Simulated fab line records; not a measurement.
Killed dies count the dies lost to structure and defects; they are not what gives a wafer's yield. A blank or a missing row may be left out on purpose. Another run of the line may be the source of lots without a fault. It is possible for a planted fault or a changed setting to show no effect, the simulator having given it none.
What tool caused it? | flow nand_harc | Sampling: 24 lots, 72 wafers, 5 of 1159 route steps

## WHAT THE GAUGES READ, wafer by wafer
NHARC_A_CHANNEL_HOLE_D1_INSPECT_12.
lot  | measured     | on                | raw_defect_count
L074 | day 8 13:29  | defect_inspect-01 | 2 2 1
L075 | day 8 22:10  | defect_inspect-01 | 4 1 5
L076 | day 8 22:30  | defect_inspect-02 | 7 5 5
L077 | day 9 04:42  | defect_inspect-01 | 5 7 1
L078 | day 9 04:51  | defect_inspect-01 | 7 3 6
L080 | day 9 11:31  | defect_inspect-02 | 4 2 4
L079 | day 9 11:44  | defect_inspect-01 | 6 4 4
L081 | day 10 04:33 | defect_inspect-02 | 7 2 6
L082 | day 10 04:52 | defect_inspect-02 | 2 4 8
L083 | day 10 09:10 | defect_inspect-01 | 8 9 8
L084 | day 10 20:15 | defect_inspect-01 | 7 3 2
L085 | day 10 21:34 | defect_inspect-02 | 8 6 5
L087 | day 11 07:02 | defect_inspect-02 | 3 8 5
L086 | day 11 17:20 | defect_inspect-02 | 4 4 6
L088 | day 12 00:04 | defect_inspect-02 | 11 9 2
L089 | day 11 23:43 | defect_inspect-01 | 9 3 2
L090 | day 12 11:14 | defect_inspect-01 | 9 6 4
L092 | day 12 10:40 | defect_inspect-02 | 6 5 9
L091 | day 12 09:50 | defect_inspect-02 | 3 1 7
L094 | day 13 00:01 | defect_inspect-02 | 2 8 9
L093 | day 13 00:57 | defect_inspect-02 | 7 5 17
L095 | day 13 06:52 | defect_inspect-02 | 1 5 9
L096 | day 13 19:22 | defect_inspect-01 | 3 10 7
L097 | day 14 06:59 | defect_inspect-02 | 2 7 7

## WHAT TOOL EACH LOT RAN ON (gives the tool, then ch and the chambers of the sampled wafers, and finally the start)
lot  | NHARC_P_M2_ETCH_15                            | NHARC_P_M2_STRIP_18                | NHARC_P_M2_PVD_20                       | NHARC_P_M2_PVD_21
L074 | rie_diel-05 ch 0,1,2, day 6 13:32 or earlier  | rie_diel-04 ch 0,1,3, day 6 13:32  | pvd_sputter-03, day 8 13:29 or earlier  | pvd_sputter-03, day 8 13:29 or earlier
L075 | rie_diel-04 ch 1,2,3, day 6 19:19 or earlier  | rie_diel-07 ch 0,1,3, day 6 19:19  | pvd_sputter-03, day 8 22:10 or earlier  | pvd_sputter-03, day 8 22:10 or earlier
L076 | rie_diel-04 ch 0,1,3, day 6 19:50 or earlier  | rie_diel-07 ch 0,1,3, day 6 19:50  | pvd_sputter-02, day 8 22:30 or earlier  | pvd_sputter-02, day 8 22:30 or earlier
L077 | rie_diel-04 ch 0,2, day 7 06:14 or earlier    | rie_diel-07 ch 0,3, day 7 06:14    | pvd_sputter-01, day 9 04:42 or earlier  | pvd_sputter-01, day 9 04:42 or earlier
L078 | rie_diel-04 ch 1,2,3, day 7 06:54 or earlier  | rie_diel-04 ch 1,2,3, day 7 06:54  | pvd_sputter-03, day 9 04:51 or earlier  | pvd_sputter-03, day 9 04:51 or earlier
L080 | rie_diel-07 ch 0,3, day 7 12:14 or earlier    | rie_diel-04 ch 0,2,3, day 7 12:14  | pvd_sputter-03, day 9 11:31 or earlier  | pvd_sputter-03, day 9 11:31 or earlier
L079 | rie_diel-04 ch 0,2,3, day 7 12:22 or earlier  | rie_diel-04 ch 0,2, day 7 12:22    | pvd_sputter-02, day 9 11:44 or earlier  | pvd_sputter-02, day 9 11:44 or earlier
L081 | rie_diel-04 ch 0,1,3, day 8 04:53 or earlier  | rie_diel-05 ch 1,2,3, day 8 04:53  | pvd_sputter-01, day 10 04:33 or earlier | pvd_sputter-01, day 10 04:33 or earlier
L082 | rie_diel-04 ch 0,1,3, day 8 07:50 or earlier  | rie_diel-04 ch 1,3, day 8 07:50    | pvd_sputter-02, day 10 04:52 or earlier | pvd_sputter-02, day 10 04:52 or earlier
L083 | rie_diel-04 ch 0,2,3, day 8 08:47 or earlier  | rie_diel-04 ch 0,1, day 8 08:47    | pvd_sputter-02, day 10 09:10 or earlier | pvd_sputter-02, day 10 09:10 or earlier
L084 | rie_diel-04 ch 1,2,3, day 8 22:56 or earlier  | rie_diel-04 ch 0,1, day 8 22:56    | pvd_sputter-02, day 10 20:15 or earlier | pvd_sputter-02, day 10 20:15 or earlier
L085 | rie_diel-04 ch 1,3, day 8 23:55 or earlier    | rie_diel-04 ch 0,1,3, day 8 23:55  | pvd_sputter-02, day 10 21:34 or earlier | pvd_sputter-02, day 10 21:34 or earlier
L087 | rie_diel-04 ch 0,2, day 9 08:47 or earlier    | rie_diel-07 ch 1,3, day 9 08:47    | pvd_sputter-01, day 11 07:02 or earlier | pvd_sputter-01, day 11 07:02 or earlier
L086 | rie_diel-04 ch 0,2,3, day 9 14:56 or earlier  | rie_diel-04 ch 0,1,3, day 9 14:56  | pvd_sputter-01, day 11 17:20 or earlier | pvd_sputter-01, day 11 17:20 or earlier
L088 | rie_diel-04 ch 1,2,3, day 9 22:44 or earlier  | rie_diel-07 ch 0,1, day 9 22:44    | pvd_sputter-01, day 12 00:04 or earlier | pvd_sputter-01, day 12 00:04 or earlier
L089 | rie_diel-04 ch 0,1,3, day 10 01:29 or earlier | rie_diel-04 ch 0,1,2, day 10 01:29 | pvd_sputter-01, day 11 23:43 or earlier | pvd_sputter-01, day 11 23:43 or earlier
L090 | rie_diel-04 ch 0,2, day 10 10:54 or earlier   | rie_diel-04 ch 2,3, day 10 10:54   | pvd_sputter-01, day 12 11:14 or earlier | pvd_sputter-01, day 12 11:14 or earlier
L092 | rie_diel-04 ch 0,1, day 10 11:40 or earlier   | rie_diel-04 ch 0,2, day 10 11:40   | pvd_sputter-02, day 12 10:40 or earlier | pvd_sputter-02, day 12 10:40 or earlier
L091 | rie_diel-04 ch 0,1,3, day 10 12:27 or earlier | rie_diel-04 ch 0,1,3, day 10 12:27 | pvd_sputter-01, day 12 09:50 or earlier | pvd_sputter-01, day 12 09:50 or earlier
L094 | rie_diel-04 ch 0,2,3, day 10 22:32 or earlier | rie_diel-04 ch 1,2,3, day 10 22:32 | pvd_sputter-02, day 13 00:01 or earlier | pvd_sputter-02, day 13 00:01 or earlier
L093 | rie_diel-04 ch 0,1,3, day 10 23:55 or earlier | rie_diel-04 ch 1,2,3, day 10 23:55 | pvd_sputter-01, day 13 00:57 or earlier | pvd_sputter-01, day 13 00:57 or earlier
L095 | rie_diel-04 ch 1,2, day 11 06:26 or earlier   | rie_diel-04 ch 0,1, day 11 06:26   | pvd_sputter-03, day 13 06:52 or earlier | pvd_sputter-03, day 13 06:52 or earlier
L096 | rie_diel-04 ch 0,1,3, day 11 16:11 or earlier | rie_diel-04 ch 0,1,3, day 11 16:11 | pvd_sputter-01, day 13 19:22 or earlier | pvd_sputter-01, day 13 19:22 or earlier
L097 | rie_diel-05 ch 1,2,3, day 12 06:40 or earlier | rie_diel-04 ch 0,1,2, day 12 06:40 | pvd_sputter-02, day 14 06:59 or earlier | pvd_sputter-02, day 14 06:59 or earlier
- NHARC_P_M2_ETCH_15: etches the open film in C4F8/Ar, target depth 182.5 nm, time 91.2 s.
- NHARC_P_M2_STRIP_18: strips in N2/H2.
- NHARC_P_M2_PVD_20: deposits TaN, target thk 5 nm, time 8.06 s.
- NHARC_P_M2_PVD_21: deposits Cu, target thk 30 nm, time 20.49 s.

## AS READ BY THE TOOLS THEMSELVES (means over the sampled wafers that have a number; for cases with no such wafer, the mark the record gives instead)
NHARC_P_M2_ETCH_15.
lot  | tool        | oes_product_au (a.u.) | rf_vpp_V (V)
L074 | rie_diel-05 | 0.925                 | 441
L075 | rie_diel-04 | 0.956                 | 440
L076 | rie_diel-04 | 0.966                 | 442
L077 | rie_diel-04 | 0.948                 | 437
L078 | rie_diel-04 | 0.952                 | 442
L080 | rie_diel-07 | 0.918                 | 442
L079 | rie_diel-04 | 0.962                 | 439
L081 | rie_diel-04 | 0.913                 | 441
L082 | rie_diel-04 | 0.938                 | 442
L083 | rie_diel-04 | 0.950                 | 441
L084 | rie_diel-04 | 0.961                 | 442
L085 | rie_diel-04 | 0.953                 | 443
L087 | rie_diel-04 | 0.954                 | 437
L086 | rie_diel-04 | 0.951                 | 440
L088 | rie_diel-04 | 0.961                 | 442
L089 | rie_diel-04 | 0.952                 | 442
L090 | rie_diel-04 | 0.952                 | 437
L092 | rie_diel-04 | 0.964                 | 440
L091 | rie_diel-04 | 0.957                 | 442
L094 | rie_diel-04 | 0.962                 | 440
L093 | rie_diel-04 | 0.949                 | 441
L095 | rie_diel-04 | 0.915                 | 441
L096 | rie_diel-04 | 0.963                 | 441
L097 | rie_diel-05 | 0.925                 | 443

NHARC_P_M2_STRIP_18.
lot  | tool        | drypump_motor_current_A (A) | mfc_ar_sccm (sccm) | oes_product_au (a.u.) | rf_vpp_V (V) | showerhead_plenum_p_Torr (Torr) | throttle_valve_pct (%)
L074 | rie_diel-04 | 5.8                         | 0.006              | 0.997                 | 91.6         | 2.06                            | 14.175
L075 | rie_diel-07 | 5.7                         | 0.022              | 0.993                 | 90.6         | 2.11                            | 14.171
L076 | rie_diel-07 | 5.7                         | 0.022              | 0.998                 | 91.4         | 2.11                            | 14.178
L077 | rie_diel-07 | 5.3                         | 0.023              | 0.978                 | 92.3         | 2.14                            | 14.163
L078 | rie_diel-04 | 6.0                         | 0.008              | 0.996                 | 91.0         | 2.06                            | 14.166
L080 | rie_diel-04 | 5.8                         | 0.008              | 0.993                 | 90.2         | 2.00                            | 14.185
L079 | rie_diel-04 | 5.7                         | 0.003              | 1.003                 | 90.4         | 1.91                            | 14.165
L081 | rie_diel-05 | 5.6                         | 0.021              | 1.008                 | 91.0         | 2.11                            | 14.173
L082 | rie_diel-04 | 6.1                         | 0.013              | 0.998                 | 91.6         | 2.16                            | 14.175
L083 | rie_diel-04 | 5.4                         | 0.000              | 0.989                 | 90.2         | 1.96                            | 14.174
L084 | rie_diel-04 | 5.4                         | 0.000              | 0.980                 | 89.5         | 1.96                            | 14.175
L085 | rie_diel-04 | 5.7                         | 0.006              | 0.991                 | 90.3         | 2.06                            | 14.169
L087 | rie_diel-07 | 5.4                         | 0.015              | 0.994                 | 90.5         | 2.16                            | 14.176
L086 | rie_diel-04 | 5.8                         | 0.006              | 0.979                 | 90.3         | 2.06                            | 14.161
L088 | rie_diel-07 | 6.0                         | 0.029              | 0.997                 | 90.5         | 2.06                            | 14.166
L089 | rie_diel-04 | 5.6                         | 0.001              | 0.987                 | 90.2         | 1.96                            | 14.175
L090 | rie_diel-04 | 6.2                         | 0.014              | 0.988                 | 91.4         | 2.10                            | 14.178
L092 | rie_diel-04 | 5.4                         | 0.001              | 0.996                 | 90.1         | 1.90                            | 14.170
L091 | rie_diel-04 | 5.7                         | 0.006              | 0.985                 | 90.7         | 2.06                            | 14.175
L094 | rie_diel-04 | 6.0                         | 0.008              | 0.985                 | 90.5         | 2.06                            | 14.186
L093 | rie_diel-04 | 6.0                         | 0.008              | 0.999                 | 91.1         | 2.06                            | 14.170
L095 | rie_diel-04 | 5.4                         | 0.000              | 0.987                 | 90.4         | 1.96                            | 14.169
L096 | rie_diel-04 | 5.8                         | 0.006              | 0.994                 | 90.9         | 2.06                            | 14.168
L097 | rie_diel-04 | 5.6                         | 0.001              | 1.004                 | 89.9         | 1.96                            | 14.173

NHARC_P_M2_PVD_20.
lot  | tool           | throttle_valve_pct (%)
L074 | pvd_sputter-03 | 29.9
L075 | pvd_sputter-03 | 30.1
L076 | pvd_sputter-02 | 32.1
L077 | pvd_sputter-01 | 30.9
L078 | pvd_sputter-03 | 30.3
L080 | pvd_sputter-03 | 30.6
L079 | pvd_sputter-02 | 30.9
L081 | pvd_sputter-01 | 31.3
L082 | pvd_sputter-02 | 31.6
L083 | pvd_sputter-02 | 31.0
L084 | pvd_sputter-02 | 31.6
L085 | pvd_sputter-02 | 32.3
L087 | pvd_sputter-01 | 29.1
L086 | pvd_sputter-01 | 30.2
L088 | pvd_sputter-01 | 31.2
L089 | pvd_sputter-01 | 31.2
L090 | pvd_sputter-01 | 29.5
L092 | pvd_sputter-02 | 30.7
L091 | pvd_sputter-01 | 31.1
L094 | pvd_sputter-02 | 30.8
L093 | pvd_sputter-01 | 31.1
L095 | pvd_sputter-03 | 29.8
L096 | pvd_sputter-01 | 31.3
L097 | pvd_sputter-02 | 30.4

NHARC_P_M2_PVD_21.
lot  | tool           | throttle_valve_pct (%)
L074 | pvd_sputter-03 | 30.4
L075 | pvd_sputter-03 | 31.0
L076 | pvd_sputter-02 | 31.3
L077 | pvd_sputter-01 | 31.1
L078 | pvd_sputter-03 | 29.9
L080 | pvd_sputter-03 | 30.5
L079 | pvd_sputter-02 | 31.8
L081 | pvd_sputter-01 | 31.2
L082 | pvd_sputter-02 | 31.6
L083 | pvd_sputter-02 | 32.1
L084 | pvd_sputter-02 | 31.2
L085 | pvd_sputter-02 | 31.5
L087 | pvd_sputter-01 | 31.3
L086 | pvd_sputter-01 | 31.3
L088 | pvd_sputter-01 | 30.1
L089 | pvd_sputter-01 | 30.2
L090 | pvd_sputter-01 | 30.2
L092 | pvd_sputter-02 | 30.5
L091 | pvd_sputter-01 | 30.0
L094 | pvd_sputter-02 | 30.7
L093 | pvd_sputter-01 | 30.3
L095 | pvd_sputter-03 | 29.6
L096 | pvd_sputter-01 | 31.2
L097 | pvd_sputter-02 | 30.3

## THE ANSWER, worked out from the rows above alone
Rule: usual is defined by the lots themselves. The widest of any qualifying gaps counts: lots, ordered by their means at a reading, are off when they make up no more than a third of the lots, leave a main group of 4 or more, and stand apart from it by 3 or more times the standard deviation of that group's means. A main group is skipped when, at the precision printed for the reading in the tables above, its means are all equal. Also off: a lot with no number at a reading for which 4 or more lots have one. Any other lot the step has rows for is counted as sound. Order of review: gauges by route order, followed by the tools' own readings, for which a lot's mean as printed above is used. The first step at which some lot is off is used, and at that step the reading that is off furthest; a lot without a number counts as furthest.
No lot is off on any of the readings shown, so nothing can be concluded from this.

## WHAT THE SIMULATOR HAD INSERTED
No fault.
